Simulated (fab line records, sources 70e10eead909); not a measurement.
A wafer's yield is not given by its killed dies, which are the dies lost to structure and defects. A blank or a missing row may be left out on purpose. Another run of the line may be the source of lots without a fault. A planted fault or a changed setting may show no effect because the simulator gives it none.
Which tool was responsible? -- flow nand-harc -- 69 wafers from 23 lots sampled at 6 of the route's 1159 steps

## WHAT THE GAUGES SHOWED, per wafer
No reading from a measuring or inspecting step in the record can be judged against a usual standard deviation.

## TOOL THAT RAN EACH LOT (tool first, then ch and the chambers of the sampled wafers, then the start)
lot,NHARC_A_CHANNEL_FILL_D1_ETCHBACK_08,NHARC_A_STAIRCASE_ETCH_169,NHARC_A_STAIRCASE_STRIP_171,NHARC_A_STAIRCASE_TRIM_16,NHARC_A_STAIRCASE_TRIM_24,NHARC_A_STAIRCASE_STRIP_175
L074,"rie-diel-10 ch 0,1, day 9 21:32 or earlier","rie-diel-03 ch 0,1,2, day 9 21:32","plasma-asher-02 ch 0,1, day 9 22:20","rie-diel-02 ch 0,1,3, day 10 02:13 or earlier","rie-diel-12 ch 2,3, day 10 02:13 or earlier","plasma-asher-02 ch 0,1, day 10 02:13"
L075,"rie-diel-05 ch 0,1,2, day 11 02:52 or earlier","rie-diel-12 ch 0,1,2, day 11 02:52","plasma-asher-01 ch 0,1, day 11 03:05","rie-diel-03 ch 1,2,3, day 11 07:07 or earlier","rie-diel-02 ch 0,1,2, day 11 07:07 or earlier","plasma-asher-01 ch 0,1, day 11 07:07"
L078,"rie-diel-01 ch 1,3, day 11 13:47 or earlier","rie-diel-03 ch 0,3, day 11 13:47","plasma-asher-01 ch 0, day 11 14:01","rie-diel-12 ch 1,2,3, day 11 19:04 or earlier","rie-diel-12 ch 0,1,2, day 11 19:04 or earlier","plasma-asher-01 ch 0,1, day 11 19:04"
L077,"rie-diel-01 ch 0,2,3, day 11 13:37 or earlier","rie-diel-02 ch 0,1,3, day 11 13:37","plasma-asher-02 ch 0,1, day 11 13:51","rie-diel-03 ch 0,1,3, day 11 17:44 or earlier","rie-diel-03 ch 0,2,3, day 11 17:44 or earlier","plasma-asher-01 ch 0,1, day 11 17:44"
L076,"rie-diel-10 ch 1,2,3, day 11 13:27 or earlier","rie-diel-02 ch 1,2,3, day 11 13:27","plasma-asher-01 ch 0,1, day 11 13:41","rie-diel-02 ch 0,3, day 11 17:47 or earlier","rie-diel-03 ch 0,2,3, day 11 17:47 or earlier","plasma-asher-02 ch 0,1, day 11 17:47"
L079,"rie-diel-05 ch 0,3, day 11 22:33 or earlier","rie-diel-02 ch 0,2,3, day 11 22:33","plasma-asher-02 ch 0,1, day 11 22:53","rie-diel-12 ch 0,2, day 12 02:53 or earlier","rie-diel-12 ch 0,2,3, day 12 02:53 or earlier","plasma-asher-01 ch 0,1, day 12 02:53"
L080,"rie-diel-01 ch 0,1,3, day 12 04:08 or earlier","rie-diel-03 ch 0,1,3, day 12 04:08","plasma-asher-01 ch 0, day 12 04:25","rie-diel-02 ch 0,2, day 12 07:55 or earlier","rie-diel-02 ch 0,3, day 12 07:55 or earlier","plasma-asher-02 ch 0,1, day 12 07:55"
L082,"rie-diel-01 ch 0,1,2, day 12 08:13 or earlier","rie-diel-12 ch 0,2,3, day 12 08:13","plasma-asher-01 ch 0,1, day 12 08:28","rie-diel-02 ch 1,2,3, day 12 12:13 or earlier","rie-diel-02 ch 0,2,3, day 12 12:13 or earlier","plasma-asher-02 ch 0,1, day 12 12:13"
L081,"rie-diel-05 ch 0,1,3, day 12 18:48 or earlier","rie-diel-03 ch 0,1,3, day 12 18:48","plasma-asher-02 ch 0,1, day 12 19:13","rie-diel-12 ch 0,2,3, day 12 23:22 or earlier","rie-diel-02 ch 0,2,3, day 12 23:22 or earlier","plasma-asher-01 ch 0,1, day 12 23:22"
L085,"rie-diel-01 ch 1,2, day 13 08:09 or earlier","rie-diel-03 ch 0,2,3, day 13 08:09","plasma-asher-01 ch 0,1, day 13 08:23","rie-diel-12 ch 1,2, day 13 12:16 or earlier","rie-diel-12 ch 0,1,3, day 13 12:16 or earlier","plasma-asher-02 ch 0, day 13 12:16"
L084,"rie-diel-05 ch 1,2,3, day 13 07:59 or earlier","rie-diel-12 ch 1,2,3, day 13 07:59","plasma-asher-02 ch 0,1, day 13 08:20","rie-diel-02 ch 0,1,3, day 13 12:02 or earlier","rie-diel-02 ch 0,1,3, day 13 12:02 or earlier","plasma-asher-02 ch 0,1, day 13 12:02"
L086,"rie-diel-10 ch 0,1,2, day 13 14:44 or earlier","rie-diel-02 ch 0,1,3, day 13 14:44","plasma-asher-01 ch 0,1, day 13 15:27","rie-diel-02 ch 2,3, day 13 19:47 or earlier","rie-diel-02 ch 0,2,3, day 13 19:47 or earlier","plasma-asher-02 ch 0,1, day 13 19:47"
L083,"rie-diel-05 ch 1,2,3, day 13 18:11 or earlier","rie-diel-02 ch 2,3, day 13 18:11","plasma-asher-01 ch 0,1, day 13 18:37","rie-diel-02 ch 0,1,2, day 13 22:46 or earlier","rie-diel-12 ch 0,1,2, day 13 22:46 or earlier","plasma-asher-02 ch 0,1, day 13 22:46"
L088,"rie-diel-05 ch 0,2,3, day 14 05:53 or earlier","rie-diel-02 ch 0,2,3, day 14 05:53","plasma-asher-02 ch 0,1, day 14 06:07","rie-diel-12 ch 0,1,3, day 14 12:16 or earlier","rie-diel-12 ch 1,2,3, day 14 12:16 or earlier","plasma-asher-02 ch 0,1, day 14 12:16"
L089,"rie-diel-01 ch 0,1,3, day 14 05:44 or earlier","rie-diel-02 ch 0,1,3, day 14 05:44","plasma-asher-01 ch 0,1, day 14 06:01","rie-diel-02 ch 0,1,2, day 14 11:37 or earlier","rie-diel-12 ch 0,2,3, day 14 11:37 or earlier","plasma-asher-02 ch 0,1, day 14 11:37"
L090,"rie-diel-05 ch 0,2,3, day 15 03:59 or earlier","rie-diel-02 ch 1,2,3, day 15 03:59","plasma-asher-01 ch 0,1, day 15 04:19","rie-diel-02 ch 0,1, day 15 08:01 or earlier","rie-diel-12 ch 0,1,3, day 15 08:01 or earlier","plasma-asher-01 ch 0,1, day 15 08:01"
L092,"rie-diel-01 ch 0,1, day 15 06:41 or earlier","rie-diel-03 ch 0,3, day 15 06:41","plasma-asher-02 ch 0,1, day 15 07:03","rie-diel-02 ch 2,3, day 15 10:42 or earlier","rie-diel-02 ch 1,2, day 15 10:42 or earlier","plasma-asher-01 ch 0,1, day 15 10:42"
L093,"rie-diel-01 ch 0,1,3, day 15 09:40 or earlier","rie-diel-12 ch 0,2,3, day 15 09:40","plasma-asher-01 ch 0,1, day 15 10:08","rie-diel-12 ch 1,2,3, day 15 13:50 or earlier","rie-diel-03 ch 0,1,2, day 15 13:50 or earlier","plasma-asher-01 ch 0,1, day 15 13:50"
L091,"rie-diel-05 ch 0,2, day 15 09:53 or earlier","rie-diel-03 ch 0,1,3, day 15 09:53","plasma-asher-02 ch 0, day 15 10:19","rie-diel-02 ch 0,3, day 15 14:07 or earlier","rie-diel-12 ch 2,3, day 15 14:07 or earlier","plasma-asher-02 ch 0,1, day 15 14:07"
L094,"rie-diel-01 ch 0,1,3, day 15 13:56 or earlier","rie-diel-02 ch 0,1,3, day 15 13:56","plasma-asher-01 ch 0,1, day 15 14:10","rie-diel-12 ch 0,2,3, day 15 17:58 or earlier","rie-diel-02 ch 1,2,3, day 15 17:58 or earlier","plasma-asher-02 ch 0,1, day 15 17:58"
L097,"rie-diel-01 ch 2,3, day 16 09:40 or earlier","rie-diel-02 ch 1,2, day 16 09:40","plasma-asher-01 ch 0,1, day 16 09:59","rie-diel-12 ch 0,2,3, day 16 14:24 or earlier","rie-diel-12 ch 2,3, day 16 14:24 or earlier","plasma-asher-02 ch 0,1, day 16 14:24"
L095,"rie-diel-05 ch 0,2,3, day 16 09:23 or earlier","rie-diel-02 ch 0,3, day 16 09:23","plasma-asher-02 ch 0,1, day 16 09:50","rie-diel-12 ch 0,2, day 16 14:09 or earlier","rie-diel-02 ch 0,2, day 16 14:09 or earlier","plasma-asher-01 ch 0,1, day 16 14:09"
L096,"rie-diel-05 ch 2,3, day 16 13:04 or earlier","rie-diel-12 ch 1,2,3, day 16 13:04","plasma-asher-01 ch 0,1, day 16 13:17","rie-diel-02 ch 0,1,3, day 16 17:22 or earlier","rie-diel-12 ch 1,3, day 16 17:22 or earlier","plasma-asher-01 ch 0,1, day 16 17:22"
- NHARC_A_CHANNEL_FILL_D1_ETCHBACK_08: etches the open film in C4F8, target depth 220 nm, time 110 s.
- NHARC_A_STAIRCASE_ETCH_169: etches the open film in CH3F/O2, target depth 50 nm, time 107.1 s.
- NHARC_A_STAIRCASE_STRIP_171: strips in O2.
- NHARC_A_STAIRCASE_TRIM_16: chemistry O2, time 211.2 s.
- NHARC_A_STAIRCASE_TRIM_24: chemistry O2, time 211.2 s.
- NHARC_A_STAIRCASE_STRIP_175: strips in O2.

## WHAT THE TOOLS THEMSELVES READ (means of the sampled wafers that have a number; where no wafer has one, the mark that the record gives instead)
NHARC_A_CHANNEL_FILL_D1_ETCHBACK_08. Usual: oes-product-au 0.96 a.u., standard deviation 0.039; rf-vpp-V 440.4 V, standard deviation 2.5.
lot,tool,oes-product-au (a.u.),rf-vpp-V (V),flag
L074,rie-diel-10,1.02,440.3,
L075,rie-diel-05,0.92,440.2,
L078,rie-diel-01,0.93,438.9,
L077,rie-diel-01,0.93,440.4,
L076,rie-diel-10,1.01,438.1,
L079,rie-diel-05,0.96,440.9,
L080,rie-diel-01,0.93,439.6,
L082,rie-diel-01,1.00,442.0,
L081,rie-diel-05,0.95,441.3,
L085,rie-diel-01,0.93,443.4,
L084,rie-diel-05,0.91,440.5,
L086,rie-diel-10,1.01,439.9,
L083,rie-diel-05,0.91,440.6,
L088,rie-diel-05,0.93,441.1,
L089,rie-diel-01,0.94,439.5,
L090,rie-diel-05,0.92,440.1,
L092,rie-diel-01,1.01,441.5,
L093,rie-diel-01,1.01,438.8,
L091,rie-diel-05,0.93,439.7,
L094,rie-diel-01,0.93,439.7,
L097,rie-diel-01,1.00,439.9,
L095,rie-diel-05,1.00,440.6,
L096,rie-diel-05,0.99,439.5,

NHARC_A_STAIRCASE_ETCH_169. Usual: drypump-motor-current-A 5.5 A, standard deviation 0.39; o2-flow-sccm 30.01 sccm, standard deviation 0.095; oes-product-au 0.954 a.u., standard deviation 0.023; rf-vpp-V 244.0 V, standard deviation 1.3; showerhead-plenum-p-Torr 2.43 Torr, standard deviation 0.074; throttle-valve-pct 20.665 %, standard deviation 0.0096.
lot,tool,drypump-motor-current-A (A),o2-flow-sccm (sccm),oes-product-au (a.u.),rf-vpp-V (V),showerhead-plenum-p-Torr (Torr),throttle-valve-pct (%),flag
L074,rie-diel-03,5.1,29.96,0.930,244.8,2.50,20.664,
L075,rie-diel-12,5.9,30.07,0.959,244.7,2.50,20.671,
L078,rie-diel-03,5.4,30.03,0.990,243.8,2.45,20.662,
L077,rie-diel-02,5.7,30.07,0.946,243.6,2.36,20.664,
L076,rie-diel-02,5.5,30.13,0.968,243.2,2.37,20.658,
L079,rie-diel-02,5.4,30.04,0.976,244.0,2.39,20.665,
L080,rie-diel-03,5.3,30.07,0.964,244.1,2.47,20.661,
L082,rie-diel-12,5.7,29.93,0.959,246.0,2.54,20.672,
L081,rie-diel-03,5.4,30.06,0.932,243.5,2.46,20.664,
L085,rie-diel-03,5.5,30.02,0.974,244.2,2.47,20.670,
L084,rie-diel-12,5.8,29.94,0.948,244.6,2.48,20.672,
L086,rie-diel-02,5.7,30.09,0.967,242.4,2.36,20.663,
L083,rie-diel-02,5.2,30.00,0.931,243.9,2.40,20.661,
L088,rie-diel-02,5.4,29.97,0.953,242.8,2.38,20.665,
L089,rie-diel-02,5.7,30.01,0.973,242.4,2.35,20.672,
L090,rie-diel-02,5.5,29.92,0.951,243.4,2.36,20.667,
L092,rie-diel-03,5.4,29.97,0.938,243.8,2.43,20.663,
L093,rie-diel-12,5.7,30.02,0.913,245.2,2.53,20.664,
L091,rie-diel-03,5.4,29.97,0.953,245.1,2.45,20.659,
L094,rie-diel-02,5.7,30.00,0.955,243.5,2.35,20.659,
L097,rie-diel-02,5.8,30.05,0.933,242.4,2.32,20.663,
L095,rie-diel-02,5.4,30.08,0.996,243.9,2.39,20.653,
L096,rie-diel-12,5.8,29.97,0.932,244.4,2.47,20.660,

NHARC_A_STAIRCASE_STRIP_171. Usual: drypump-motor-current-A 5.4 A, standard deviation 0.37; heater-power-w 339 W, standard deviation 17.
lot,tool,drypump-motor-current-A (A),heater-power-w (W),flag
L074,plasma-asher-02,5.1,350,
L075,plasma-asher-01,5.5,345,
L078,plasma-asher-01,5.7,353,
L077,plasma-asher-02,5.1,352,
L076,plasma-asher-01,5.4,338,
L079,plasma-asher-02,5.4,337,
L080,plasma-asher-01,5.7,349,
L082,plasma-asher-01,5.5,344,
L081,plasma-asher-02,5.1,354,
L085,plasma-asher-01,5.5,334,
L084,plasma-asher-02,5.1,356,
L086,plasma-asher-01,5.4,334,
L083,plasma-asher-01,5.5,336,
L088,plasma-asher-02,5.1,355,
L089,plasma-asher-01,5.5,336,
L090,plasma-asher-01,5.4,332,
L092,plasma-asher-02,5.4,341,
L093,plasma-asher-01,5.5,332,
L091,plasma-asher-02,4.8,370,
L094,plasma-asher-01,5.3,329,
L097,plasma-asher-01,5.5,335,
L095,plasma-asher-02,5.1,341,
L096,plasma-asher-01,5.5,330,

NHARC_A_STAIRCASE_TRIM_16. Usual: drypump-motor-current-A 5.6 A, standard deviation 0.35; o2-flow-sccm 500.1 sccm, standard deviation 1.5; oes-product-au 1.000 a.u., standard deviation 0.014; rf-vpp-V 57.6 V, standard deviation 0.93; showerhead-plenum-p-Torr 3.47 Torr, standard deviation 0.12; throttle-valve-pct 17.037 %, standard deviation 0.0088.
lot,tool,drypump-motor-current-A (A),o2-flow-sccm (sccm),oes-product-au (a.u.),rf-vpp-V (V),showerhead-plenum-p-Torr (Torr),throttle-valve-pct (%),flag
L074,rie-diel-02,5.7,498.6,0.999,58.2,3.40,17.039,
L075,rie-diel-03,5.4,501.2,1.009,57.4,3.58,17.037,
L078,rie-diel-12,5.8,500.0,1.004,57.6,3.57,17.038,
L077,rie-diel-03,5.4,499.6,0.999,57.9,3.54,17.036,
L076,rie-diel-02,5.4,499.1,1.006,57.3,3.45,17.039,
L079,rie-diel-12,5.9,499.0,0.972,58.4,3.67,17.028,
L080,rie-diel-02,5.7,499.8,1.000,56.5,3.41,17.039,
L082,rie-diel-02,5.5,498.2,1.006,57.6,3.40,17.037,
L081,rie-diel-12,5.7,499.0,0.989,58.9,3.63,17.039,
L085,rie-diel-12,6.0,500.4,0.990,57.7,3.60,17.031,
L084,rie-diel-02,5.7,499.8,1.003,57.3,3.39,17.033,
L086,rie-diel-02,5.3,499.8,1.011,57.9,3.45,17.035,
L083,rie-diel-02,5.7,501.2,0.997,57.3,3.37,17.043,
L088,rie-diel-12,5.6,501.9,0.996,57.6,3.53,17.035,
L089,rie-diel-02,5.7,500.3,1.002,57.1,3.37,17.037,
L090,rie-diel-02,6.0,500.0,1.005,57.7,3.33,17.034,
L092,rie-diel-02,5.2,500.1,1.013,57.3,3.44,17.043,
L093,rie-diel-12,5.8,499.8,0.995,58.3,3.55,17.033,
L091,rie-diel-02,5.4,501.4,1.028,57.3,3.44,17.039,
L094,rie-diel-12,5.7,500.2,0.982,57.3,3.62,17.034,
L097,rie-diel-12,5.7,499.1,0.981,58.4,3.62,17.039,
L095,rie-diel-12,5.9,500.3,0.983,57.7,3.65,17.031,
L096,rie-diel-02,5.7,500.5,1.018,57.0,3.38,17.033,

NHARC_A_STAIRCASE_TRIM_24. Usual: drypump-motor-current-A 5.6 A, standard deviation 0.37; o2-flow-sccm 500.1 sccm, standard deviation 1.5; oes-product-au 0.997 a.u., standard deviation 0.014; rf-vpp-V 57.8 V, standard deviation 0.88; showerhead-plenum-p-Torr 3.51 Torr, standard deviation 0.12; throttle-valve-pct 17.038 %, standard deviation 0.0093.
lot,tool,drypump-motor-current-A (A),o2-flow-sccm (sccm),oes-product-au (a.u.),rf-vpp-V (V),showerhead-plenum-p-Torr (Torr),throttle-valve-pct (%),flag
L074,rie-diel-12,5.6,500.5,1.003,58.2,3.64,17.033,
L075,rie-diel-02,5.7,499.4,1.000,57.8,3.38,17.038,
L078,rie-diel-12,5.9,500.6,0.985,58.7,3.58,17.032,
L077,rie-diel-03,5.4,499.3,1.014,57.6,3.55,17.040,
L076,rie-diel-03,5.4,500.8,1.018,57.8,3.55,17.046,
L079,rie-diel-12,5.7,499.1,0.990,58.1,3.64,17.032,
L080,rie-diel-02,5.4,500.2,0.998,58.2,3.45,17.039,
L082,rie-diel-02,5.5,500.6,0.992,58.7,3.43,17.035,
L081,rie-diel-02,5.4,501.3,1.002,57.1,3.43,17.034,
L085,rie-diel-12,5.6,499.2,0.982,58.0,3.53,17.042,
L084,rie-diel-02,5.7,501.9,1.001,57.1,3.39,17.048,
L086,rie-diel-02,5.5,499.1,1.003,57.8,3.42,17.042,
L083,rie-diel-12,5.9,499.3,0.988,57.2,3.57,17.036,
L088,rie-diel-12,5.8,500.6,0.983,57.7,3.56,17.041,
L089,rie-diel-12,5.7,500.3,0.989,58.1,3.63,17.034,
L090,rie-diel-12,5.6,499.1,0.996,58.5,3.52,17.046,
L092,rie-diel-02,5.8,500.2,0.986,56.9,3.33,17.040,
L093,rie-diel-03,5.1,500.5,1.003,57.9,3.56,17.046,
L091,rie-diel-12,5.6,501.7,0.991,57.0,3.62,17.036,
L094,rie-diel-02,5.5,500.7,1.006,56.8,3.38,17.028,
L097,rie-diel-12,5.8,499.9,0.997,57.8,3.65,17.037,
L095,rie-diel-02,5.5,498.6,0.998,58.0,3.39,17.031,
L096,rie-diel-12,5.7,500.2,1.003,57.3,3.45,17.038,

NHARC_A_STAIRCASE_STRIP_175. Usual: drypump-motor-current-A 5.3 A, standard deviation 0.4; heater-power-w 341 W, standard deviation 20.
lot,tool,drypump-motor-current-A (A),heater-power-w (W),flag
L074,plasma-asher-02,5.5,336,
L075,plasma-asher-01,5.3,334,
L078,plasma-asher-01,5.4,336,
L077,plasma-asher-01,5.4,335,
L076,plasma-asher-02,5.1,354,
L079,plasma-asher-01,5.4,335,
L080,plasma-asher-02,5.1,356,
L082,plasma-asher-02,5.1,352,
L081,plasma-asher-01,5.5,338,
L085,plasma-asher-02,4.8,373,
L084,plasma-asher-02,5.5,338,
L086,plasma-asher-02,5.5,338,
L083,plasma-asher-02,5.5,336,
L088,plasma-asher-02,5.4,340,
L089,plasma-asher-02,5.4,336,
L090,plasma-asher-01,5.5,334,
L092,plasma-asher-01,5.4,332,
L093,plasma-asher-01,5.5,328,
L091,plasma-asher-02,5.5,346,
L094,plasma-asher-02,5.4,340,
L097,plasma-asher-02,5.4,339,
L095,plasma-asher-01,5.3,329,
L096,plasma-asher-01,5.4,331,

## THE ANSWER, worked out from the rows above alone
Rule: a lot is off if the mean of its wafers that have a number lies more than 3 standard deviations from the usual mean. A lot without any number at a reading at which 4 lots or more have one is off too. Where the step has rows for the other lots, those lots are counted as sound. Order of review: gauges by route order, followed by the tools' own readings, for which a lot's mean as printed above is used. At the first step where some lot is off, the reading lying furthest off is the one used; lots without a number count as furthest.
No lot is off on any of the readings shown, so nothing can be concluded from this.

## WHAT HAD BEEN PUT IN BY THE SIMULATOR
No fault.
